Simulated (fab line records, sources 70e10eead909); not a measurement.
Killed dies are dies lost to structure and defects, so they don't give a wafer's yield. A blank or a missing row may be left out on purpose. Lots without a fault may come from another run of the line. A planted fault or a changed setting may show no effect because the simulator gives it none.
fab line records | flow nand_harc | part 1 of 2: steps 1 to 27 of 37
record lots=5 wafers=15 last_day=26
route steps=1159 shown P_STI@104 P_GATE@110
lots that met no fault: from a run of the same line without faults
start_h: hours from the record's first day to the start of the lot's first wafer shown | wait_h: hours since the lot's step before | " the same as in the row above | L1.1+2: a row that stands for several wafers | - no value, or no start given | * or withheld: withheld | < > ~ a bound
route shown NAME@n: a module of which the file shows steps, and the number in the route of the first | usual: mean/standard deviation of fault-free wafers | same: alike in all rows | chamber/n: place in a boat | sites: the reading at each site | _std_site: their standard deviation | _edge_site: outer sites' mean less inner sites' | radius_mm: how far each site lies from the wafer's centre | mask NAME#n: copy n | behind: the tool/chamber that last shaped the wafer | hold: why the lot was held/for how many hours/how that ended | device: the transistor (n, p or np) that didn't switch | end of line: the same wafers' tests at the end of the route | a step without rows: its recipe alone | killed: dies lost to structure and defects at the first sort, not the wafer's yield | map: a wafer's dies, x killed, . not, _ none there
set.NAME: the setting as run; set.NAME@STEP: as run at that earlier step | model.NAME: the simulator's own value behind a step, which no gauge read
lots at some steps of the route; a table a step, a row a wafer
services: from which hour (start_h, from the record's first day; less than 0 if before it) a tool's chamber was out of use, for how many hours, and why
## steps
# step NHARC_P_STI_STRIP_24
# recipe temp_c=160 chemistry=H3PO4 material=Si3N4
# usual bath_guard_temp_C=160.1/0.57
# columns lot.wafer tool chamber start_h wait_h bath_guard_temp_C
L077.1 wet_bench-07 4 79.63 0.0 159.9
L077.4 " 6 " " 161.1
L077.2 " 7 " " 158.9
L078.6 wet_bench-04 0 79.65 0.0 159.9
L078.2 " 1 " " 160.4
L078.4 " 2 " " 159.8
L081.2 wet_bench-05 1 100.75 0.0 160.3
L081.1 " 5 " " 159.4
L081.3 " 6 " " 160.1
L092.4 wet_bench-05 4 171.29 0.0 158.6
L092.6 " 6 " " 159.9
L092.1 " 7 " " 160.4
L093.1 wet_bench-04 0 171.31 0.0 160.0
L093.2 " 1 " " 160.3
L093.3 " 2 " " 160.0
# step NHARC_P_STI_ETCH_37
# recipe target_depth_a=110 chemistry=dHF material=SiO2
# columns lot.wafer tool chamber start_h wait_h
L077.1+4+2 wet_bench-07 4,6,7 - -
L078.6+2+4 wet_bench-04 0,1,2 - -
L081.2+1+3 wet_bench-05 1,5,6 - -
L092.4+6+1 wet_bench-05 4,6,7 - -
L093.1+2+3 wet_bench-04 0,1,2 - -
# step NHARC_P_STI_PRECLEAN_38
# recipe time_s=* temp_c=50 bath_age_min=0 chemistry=SC1
# usual bath_guard_temp_C=50.0/0.65
# columns lot.wafer tool chamber start_h wait_h bath_guard_temp_C
L077.1 wet_bench-07 4 - - 50.0
L077.4 " 6 " " 50.8
L077.2 " 7 " " 49.2
L078.6 wet_bench-04 0 - - 50.0
L078.2 " 1 " " 50.8
L078.4 " 2 " " 49.7
L081.2 wet_bench-05 1 - - 49.7
L081.1 " 5 " " 49.3
L081.3 " 6 " " 49.9
L092.4 wet_bench-05 4 - - 47.9
L092.6 " 6 " " 50.0
L092.1 " 7 " " 50.6
L093.1 wet_bench-04 0 - - 49.7
L093.2 " 1 " " 51.2
L093.3 " 2 " " 49.8
# step NHARC_P_STI_SRD_39
# columns lot.wafer tool chamber start_h wait_h
L077.1+4+2 wet_bench-07 4,6,7 - -
L078.6+2+4 wet_bench-04 0,1,2 - -
L081.2+1+3 wet_bench-05 1,5,6 - -
L092.4+6+1 wet_bench-05 4,6,7 - -
L093.1+2+3 wet_bench-04 0,1,2 - -
# step NHARC_P_STI_OXIDE_40
# recipe target_thk_a=100 temp_c=900 ox_time_s=1362 material=SiO2
# usual ox_temp_c=899.9/0.42 spike_tc_top_C=908.6/1.6
# columns lot.wafer tool chamber start_h wait_h ox_temp_c spike_tc_top_C
L077.1 furnace-08 0 83.73 - 899.6 905.9
L077.2 " 0 " " 900.1 906.8
L077.4 " 0 " " 900.1 906.6
L078.2 furnace-08 0 83.73 - 900.2 907.9
L078.4 " 0 " " 899.8 907.5
L078.6 " 0 " " 900.0 907.4
L081.1 furnace-01 0 105.49 - 899.3 910.7
L081.2 " 0 " " 900.3 908.9
L081.3 " 0 " " 900.5 911.0
L092.1 furnace-08 0 176.24 - 899.8 907.6
L092.4 " 0 " " 900.4 907.2
L092.6 " 0 " " 900.9 906.7
L093.1 furnace-08 0 176.24 - 900.5 905.8
L093.2 " 0 " " 900.1 906.0
L093.3 " 0 " " 899.6 908.1
# step NHARC_P_STI_INSPECT_25
# usual raw_defect_count=217/80
# columns lot.wafer tool chamber start_h wait_h raw_defect_count
L077.1 defect_inspect-02 - 87.78 0.4 159
L077.2 " - " " 171
L077.4 " - " " 138
L078.2 defect_inspect-01 - 87.78 0.4 152
L078.4 " - " " 99
L078.6 " - " " 118
L081.1 defect_inspect-02 - 109.53 0.4 182
L081.2 " - " " 209
L081.3 " - " " 203
L093.1 defect_inspect-02 - 180.21 0.4 374
L093.2 " - " " 234
L093.3 " - " " 384
L092.1 defect_inspect-01 - 180.22 0.4 186
L092.4 " - " " 170
L092.6 " - " " 203
# step NHARC_P_GATE_ETCH_69
# recipe target_depth_a=140 chemistry=dHF material=SiO2
# columns lot.wafer tool chamber start_h wait_h
L077.4+1+2 wet_bench-03 1,2,3 87.83 0.0
L078.2+4+6 wet_bench-02 5,7,1 87.83 0.1
L081.2+1+3 wet_bench-09 3,5,6 109.58 0.0
L093.1+3+2 wet_bench-03 7,0,1 180.28 0.1
L092.6+1+4 wet_bench-03 0,3,4 180.39 0.2
# step NHARC_P_GATE_PRECLEAN_70
# recipe time_s=* temp_c=50 bath_age_min=0 chemistry=SC1
# usual bath_guard_temp_C=50.0/0.59
# columns lot.wafer tool chamber start_h wait_h bath_guard_temp_C
L078.2 wet_bench-02 5 87.93 0.1 50.6
L078.4 " 7 " " 51.1
L078.6 " 1 " " 51.4
L077.4 wet_bench-03 1 87.93 0.1 50.0
L077.1 " 2 " " 50.2
L077.2 " 3 " " 49.9
L081.2 wet_bench-09 3 109.68 0.1 50.3
L081.1 " 5 " " 49.6
L081.3 " 6 " " 49.6
L093.1 wet_bench-03 7 180.36 0.1 49.6
L093.3 " 0 " " 49.6
L093.2 " 1 " " 50.0
L092.6 wet_bench-03 0 180.47 0.1 50.0
L092.1 " 3 " " 49.7
L092.4 " 4 " " 50.5
# step NHARC_P_GATE_SRD_01
# columns lot.wafer tool chamber start_h wait_h
L078.2+4+6 wet_bench-02 5,7,1 - -
L077.4+1+2 wet_bench-03 1,2,3 - -
L081.2+1+3 wet_bench-09 3,5,6 - -
L093.1+3+2 wet_bench-03 7,0,1 - -
L092.6+1+4 wet_bench-03 0,3,4 - -
# step NHARC_P_GATE_OXIDE_02
# recipe target_thk_a=375 temp_c=950 p_h2o_torr=720 ox_time_s=365 material=SiO2
# usual ox_temp_c=949.9/0.49 spike_tc_top_C=961.6/2.5
# columns lot.wafer tool chamber start_h wait_h ox_temp_c spike_tc_top_C
L077.1 furnace-07 0 91.07 - 949.5 959.4
L077.2 " 0 " " 949.7 961.9
L077.4 " 0 " " 949.8 961.9
L078.2 furnace-07 0 91.07 - 949.2 962.9
L078.4 " 0 " " 949.5 963.9
L078.6 " 0 " " 949.6 962.8
L081.1 furnace-06 0 115.73 - 950.2 964.2
L081.2 " 0 " " 949.5 962.9
L081.3 " 0 " " 949.6 962.0
L092.1 furnace-06 0 184.28 - 950.3 963.7
L092.4 " 0 " " 950.5 963.7
L092.6 " 0 " " 949.9 965.1
L093.1 furnace-06 0 184.28 - 949.5 963.0
L093.2 " 0 " " 949.4 963.8
L093.3 " 0 " " 950.0 963.8
# step NHARC_P_GATE_DEHYDRATE_03
# recipe temp_c=150 time_s=120
# usual chill_plate_temp_C=23.01/0.11 exhaust_pa=44.9/0.8
# columns lot.wafer tool chamber start_h wait_h chill_plate_temp_C exhaust_pa
L077.1 litho_track-05 0 95.55 0.4 23.04 44.7
L077.2 " 0 " " 22.97 43.7
L077.4 " 0 " " 22.96 44.4
L078.2 litho_track-03 0 95.55 0.4 23.12 44.5
L078.4 " 0 " " 23.09 45.5
L078.6 " 0 " " 23.01 44.2
L081.1 litho_track-05 0 120.34 0.4 23.09 44.8
L081.2 " 0 " " 23.11 45.8
L081.3 " 0 " " 22.97 45.8
L093.1 litho_track-05 0 188.84 0.4 22.92 43.5
L093.2 " 0 " " 22.93 43.5
L093.3 " 0 " " 22.93 45.0
L092.1 litho_track-02 0 188.84 0.4 23.07 44.7
L092.4 " 0 " " 23.19 44.5
L092.6 " 0 " " 23.15 44.9
# step NHARC_P_GATE_HMDS_04
# recipe time_s=30
# usual chill_plate_temp_C=23.00/0.11 exhaust_pa=44.8/0.97
# columns lot.wafer tool chamber start_h wait_h chill_plate_temp_C exhaust_pa
L077.1 litho_track-05 0 - - 22.76 44.8
L077.2 " 0 " " 22.88 44.0
L077.4 " 0 " " 22.93 44.1
L078.2 litho_track-03 0 - - 23.00 44.7
L078.4 " 0 " " 22.95 44.9
L078.6 " 0 " " 23.08 43.7
L081.1 litho_track-05 0 - - 23.13 44.7
L081.2 " 0 " " 23.05 44.2
L081.3 " 0 " " 23.09 44.6
L093.1 litho_track-05 0 - - 22.91 45.8
L093.2 " 0 " " 23.05 45.5
L093.3 " 0 " " 23.01 45.3
L092.1 litho_track-02 0 - - 23.19 44.5
L092.4 " 0 " " 23.06 43.3
L092.6 " 0 " " 23.18 43.5
# step NHARC_P_GATE_COAT_05
# recipe spin_rpm=4690
# usual chill_plate_temp_C=23.00/0.086 exhaust_pa=44.9/0.92
# columns lot.wafer tool chamber start_h wait_h chill_plate_temp_C exhaust_pa
L077.1 litho_track-05 0 - - 22.91 44.6
L077.2 " 0 " " 23.02 45.5
L077.4 " 0 " " 22.97 45.3
L078.2 litho_track-03 0 - - 22.81 45.2
L078.4 " 0 " " 23.10 45.1
L078.6 " 0 " " 22.95 44.9
L081.1 litho_track-05 0 - - 22.77 44.0
L081.2 " 0 " " 22.92 44.7
L081.3 " 0 " " 22.94 43.7
L093.1 litho_track-05 0 - - 23.05 43.5
L093.2 " 0 " " 23.08 44.0
L093.3 " 0 " " 23.04 44.5
L092.1 litho_track-02 0 - - 23.07 44.1
L092.4 " 0 " " 22.95 45.4
L092.6 " 0 " " 23.03 44.6
# step NHARC_P_GATE_SOFTBAKE_06
# recipe temp_c=122 time_s=95
# usual chill_plate_temp_C=23.00/0.093 exhaust_pa=45.1/0.93
# columns lot.wafer tool chamber start_h wait_h chill_plate_temp_C exhaust_pa
L077.1 litho_track-05 0 - - 22.79 45.2
L077.2 " 0 " " 22.85 44.7
L077.4 " 0 " " 22.91 44.6
L078.2 litho_track-03 0 - - 23.06 44.8
L078.4 " 0 " " 23.08 44.3
L078.6 " 0 " " 22.94 45.0
L081.1 litho_track-05 0 - - 22.95 45.3
L081.2 " 0 " " 22.98 44.7
L081.3 " 0 " " 22.94 46.0
L093.1 litho_track-05 0 - - 23.00 46.3
L093.2 " 0 " " 23.03 45.3
L093.3 " 0 " " 23.19 45.9
L092.1 litho_track-02 0 - - 23.27 45.9
L092.4 " 0 " " 23.00 45.1
L092.6 " 0 " " 23.04 46.0
# step NHARC_P_GATE_EBR_07
# usual chill_plate_temp_C=22.98/0.098 exhaust_pa=45.3/0.9
# columns lot.wafer tool chamber start_h wait_h chill_plate_temp_C exhaust_pa
L077.1 litho_track-05 0 - - 22.91 43.9
L077.2 " 0 " " 23.06 44.7
L077.4 " 0 " " 22.80 44.3
L078.2 litho_track-03 0 - - 22.97 46.0
L078.4 " 0 " " 23.12 45.1
L078.6 " 0 " " 22.85 43.7
L081.1 litho_track-05 0 - - 22.86 46.7
L081.2 " 0 " " 22.90 47.0
L081.3 " 0 " " 22.85 46.2
L093.1 litho_track-05 0 - - 22.82 46.2
L093.2 " 0 " " 23.03 46.5
L093.3 " 0 " " 23.05 46.9
L092.1 litho_track-02 0 - - 23.04 44.9
L092.4 " 0 " " 22.99 46.6
L092.6 " 0 " " 22.91 46.4
# step NHARC_P_GATE_EXPOSE_08
# recipe na=0.6 dose_mj=16.75 mask_id=P_HV
# columns lot.wafer tool chamber start_h wait_h mask
L077.1+2+4 krf_scanner-04 0 95.82 - P_HV#0
L078.2+4+6 krf_scanner-04 0 95.86 - P_HV#0
L081.1+2+3 krf_scanner-01 0 120.61 - P_HV#0
L093.1+2+3 krf_scanner-04 0 188.98 - P_HV#0
L092.1+4+6 krf_scanner-02 0 189.14 - P_HV#0
# step NHARC_P_GATE_PEB_09
# recipe peb_temp_c=118 peb_time_s=85
# usual chill_plate_temp_C=22.99/0.11 exhaust_pa=45.0/0.8
# columns lot.wafer tool chamber start_h wait_h chill_plate_temp_C exhaust_pa
L077.1 litho_track-02 0 95.88 0.1 22.97 46.5
L077.2 " 0 " " 22.87 45.6
L077.4 " 0 " " 22.93 44.8
L078.2 litho_track-05 0 95.92 0.1 23.00 44.9
L078.4 " 0 " " 23.02 44.4
L078.6 " 0 " " 23.02 45.4
L081.1 litho_track-02 0 120.68 0.1 22.95 44.6
L081.2 " 0 " " 22.92 45.1
L081.3 " 0 " " 22.98 45.0
L093.1 litho_track-02 0 189.05 0.1 23.01 45.0
L093.2 " 0 " " 22.99 43.5
L093.3 " 0 " " 22.93 43.7
L092.1 litho_track-02 0 189.21 0.1 22.98 43.7
L092.4 " 0 " " 23.11 44.0
L092.6 " 0 " " 23.13 44.1
# step NHARC_P_GATE_DEVELOP_10
# recipe time_s=70
# usual chill_plate_temp_C=22.99/0.099 exhaust_pa=44.9/0.75
# columns lot.wafer tool chamber start_h wait_h chill_plate_temp_C exhaust_pa
L077.1 litho_track-02 0 - - 22.87 45.6
L077.2 " 0 " " 23.11 45.5
L077.4 " 0 " " 23.11 46.3
L078.2 litho_track-05 0 - - 23.04 44.1
L078.4 " 0 " " 23.02 43.4
L078.6 " 0 " " 22.88 44.9
L081.1 litho_track-02 0 - - 22.98 45.6
L081.2 " 0 " " 22.96 46.1
L081.3 " 0 " " 22.90 45.2
L093.1 litho_track-02 0 - - 23.08 45.8
L093.2 " 0 " " 23.00 46.8
L093.3 " 0 " " 23.07 45.4
L092.1 litho_track-02 0 - - 22.94 44.2
L092.4 " 0 " " 22.87 45.1
L092.6 " 0 " " 22.87 45.4
# step NHARC_P_GATE_CD_MEAS_11
# recipe target_cd_nm=1640 landing_energy_ev=500
# usual cd_nm=1640.6/2.1
# columns lot.wafer tool chamber start_h wait_h cd_nm
L077.1 cd_sem-02 0 95.97 - 1638.6
L077.2 " 0 " " 1643.8
L077.4 " 0 " " 1640.2
L078.2 cd_sem-02 0 96.01 - 1640.6
L078.4 " 0 " " 1640.8
L078.6 " 0 " " 1641.2
L081.1 cd_sem-01 0 120.77 - 1642.7
L081.2 " 0 " " 1638.4
L081.3 " 0 " " 1638.8
L093.1 cd_sem-03 0 189.14 - 1640.3
L093.2 " 0 " " 1633.7
L093.3 " 0 " " 1641.1
L092.1 cd_sem-02 0 189.30 - 1638.2
L092.4 " 0 " " 1641.5
L092.6 " 0 " " 1642.8
# step NHARC_P_GATE_HARDBAKE_12
# recipe temp_c=125 time_s=80
# usual chill_plate_temp_C=23.02/0.099 exhaust_pa=45.0/0.8
# columns lot.wafer tool chamber start_h wait_h chill_plate_temp_C exhaust_pa
L077.1 litho_track-02 0 96.05 - 23.00 46.2
L077.2 " 0 " " 22.92 45.7
L077.4 " 0 " " 23.04 45.8
L078.2 litho_track-05 0 96.10 - 23.13 44.6
L078.4 " 0 " " 22.85 45.0
L078.6 " 0 " " 23.09 44.7
L081.1 litho_track-03 0 120.85 - 22.85 45.5
L081.2 " 0 " " 23.14 46.1
L081.3 " 0 " " 22.93 44.1
L093.1 litho_track-05 0 189.22 - 22.89 44.8
L093.2 " 0 " " 22.99 45.3
L093.3 " 0 " " 22.98 44.4
L092.1 litho_track-03 0 189.38 - 23.06 45.7
L092.4 " 0 " " 22.96 45.4
L092.6 " 0 " " 22.95 44.8
# step NHARC_P_GATE_DESCUM_13
# recipe time_s=3 o2_flow_sccm=200 ar_flow_sccm=0 bias_power_w=0 chemistry=O2
# usual drypump_motor_current_A=5.7/0.54 o2_flow_sccm=200.0/0.62 oes_product_au=0.994/0.0091 rf_vpp_V=57.9/0.95 showerhead_plenum_p_Torr=1.94/0.074 throttle_valve_pct=11.311/0.0089
# columns lot.wafer tool chamber start_h wait_h drypump_motor_current_A o2_flow_sccm oes_product_au rf_hours_counter_h rf_vpp_V showerhead_plenum_p_Torr throttle_valve_pct
L077.1 rie_diel-07 3 96.13 - 5.5 199.8 1.010 12 58.5 2.07 11.304
L077.2 " 1 " " 4.7 200.7 0.988 13 56.6 1.88 11.312
L077.4 " 1 " " 4.7 199.9 0.978 - 57.5 1.88 11.308
L078.2 rie_diel-13 0 96.19 - 5.6 200.4 1.002 32 56.7 1.93 11.319
L078.4 " 1 " " 5.2 199.0 0.997 30 57.7 1.96 11.303
L078.6 " 3 " " 6.2 200.1 0.981 - 58.1 2.00 11.318
L081.1 rie_diel-07 1 120.93 - 4.7 199.3 0.987 16 56.6 1.88 11.316
L081.2 " 3 " " 5.5 199.8 1.006 21 57.9 2.07 11.312
L081.3 " 0 " " 6.7 199.2 0.999 22 58.2 1.86 11.316
L093.2 rie_diel-13 3 189.37 - 6.2 199.6 0.992 15 60.0 2.00 11.305
L093.1 " 1 " " 5.2 200.8 0.988 14 58.5 1.96 11.300
L093.3 " 2 " " 6.0 200.4 0.993 14 57.5 1.82 11.313
L092.4 rie_diel-07 1 189.46 - 4.7 200.2 0.984 40 56.2 1.87 11.318
L092.1 " 3 " " 5.5 200.2 0.990 42 57.8 2.06 11.319
L092.6 " 1 " " 4.7 199.7 0.986 - 57.3 1.87 11.311
# step NHARC_P_GATE_ETCH_14
# recipe target_depth_a=488 chemistry=dHF material=SiO2
# columns lot.wafer tool chamber start_h wait_h
L077.1+4+2 wet_bench-02 2,3,7 96.29 0.1
L078.2+6+4 wet_bench-09 2,3,6 96.33 0.1
L081.3+2+1 wet_bench-02 7,0,1 121.09 0.1
L093.2+3+1 wet_bench-03 3,4,6 189.51 0.1
L092.4+6+1 wet_bench-09 4,7,0 189.60 0.1
# step NHARC_P_GATE_STRIP_15
# recipe time_s=780 temp_c=130 chemistry=SPM
# usual bath_guard_temp_C=130.0/0.64
# columns lot.wafer tool chamber start_h wait_h bath_guard_temp_C
L077.1 wet_bench-02 2 96.33 0.0 130.4
L077.4 " 3 " " 130.0
L077.2 " 7 " " 131.3
L078.2 wet_bench-09 2 96.37 0.0 130.7
L078.6 " 3 " " 129.9
L078.4 " 6 " " 129.7
L081.3 wet_bench-02 7 121.13 0.0 131.0
L081.2 " 0 " " 130.1
L081.1 " 1 " " 131.2
L093.2 wet_bench-03 3 189.56 0.0 130.2
L093.3 " 4 " " 130.3
L093.1 " 6 " " 130.3
L092.4 wet_bench-09 4 189.64 0.0 130.0
L092.6 " 7 " " 128.4
L092.1 " 0 " " 129.4
# step NHARC_P_GATE_PRECLEAN_71
# recipe time_s=* temp_c=50 bath_age_min=0 chemistry=SC1
# usual bath_guard_temp_C=50.0/0.67
# columns lot.wafer tool chamber start_h wait_h bath_guard_temp_C
L077.1 wet_bench-02 2 - - 50.5
L077.4 " 3 " " 50.0
L077.2 " 7 " " 51.2
L078.2 wet_bench-09 2 - - 50.4
L078.6 " 3 " " 50.5
L078.4 " 6 " " 49.5
L081.3 wet_bench-02 7 - - 50.8
L081.2 " 0 " " 49.8
L081.1 " 1 " " 51.4
L093.2 wet_bench-03 3 - - 50.2
L093.3 " 4 " " 50.3
L093.1 " 6 " " 50.4
L092.4 wet_bench-09 4 - - 49.3
L092.6 " 7 " " 48.4
L092.1 " 0 " " 50.0
# step NHARC_P_GATE_SRD_72
# columns lot.wafer tool chamber start_h wait_h
L077.1+4+2 wet_bench-02 2,3,7 - -
L078.2+6+4 wet_bench-09 2,3,6 - -
L081.3+2+1 wet_bench-02 7,0,1 - -
L093.2+3+1 wet_bench-03 3,4,6 - -
L092.4+6+1 wet_bench-09 4,7,0 - -
# step NHARC_P_GATE_OXIDE_16
# recipe target_thk_a=30 temp_c=875 ox_time_s=392 material=SiO2
# usual ox_temp_c=875.0/0.38 spike_tc_top_C=885.7/2.7
# columns lot.wafer tool chamber start_h wait_h ox_temp_c spike_tc_top_C
L077.1 furnace-02 0 99.68 - 874.5 881.7
L077.2 " 0 " " 875.7 884.6
L077.4 " 0 " " 874.4 883.4
L078.2 furnace-02 0 99.68 - 874.5 882.6
L078.4 " 0 " " 874.7 881.7
L078.6 " 0 " " 875.0 884.9
L081.1 furnace-07 0 124.46 - 875.2 887.6
L081.2 " 0 " " 875.0 888.5
L081.3 " 0 " " 874.6 888.4
L092.1 furnace-07 0 192.90 - 874.8 885.7
L092.4 " 0 " " 875.8 887.8
L092.6 " 0 " " 875.1 887.5
L093.1 furnace-07 0 192.90 - 875.4 886.3
L093.2 " 0 " " 875.6 887.5
L093.3 " 0 " " 875.4 887.9
# step NHARC_P_GATE_CVD_17
# recipe target_thk_a=1500 temp_c=620 time_s=900 material=poly-Si
# usual spike_tc_top_C=634.7/1.7
# columns lot.wafer tool chamber start_h wait_h spike_tc_top_C
L077.1 lpcvd_poly-02 0 106.06 2.9 634.6
L077.2 " 0 " " 632.6
L077.4 " 0 " " 635.6
L078.2 lpcvd_poly-02 0 106.06 2.9 635.5
L078.4 " 0 " " 633.7
L078.6 " 0 " " 635.2
L081.1 lpcvd_poly-02 0 130.78 2.9 634.7
L081.2 " 0 " " 636.2
L081.3 " 0 " " 634.9
L092.1 lpcvd_poly-01 0 199.02 2.5 632.7
L092.4 " 0 " " 633.5
L092.6 " 0 " " 634.1
L093.1 lpcvd_poly-01 0 199.02 2.5 634.2
L093.2 " 0 " " 633.9
L093.3 " 0 " " 634.2
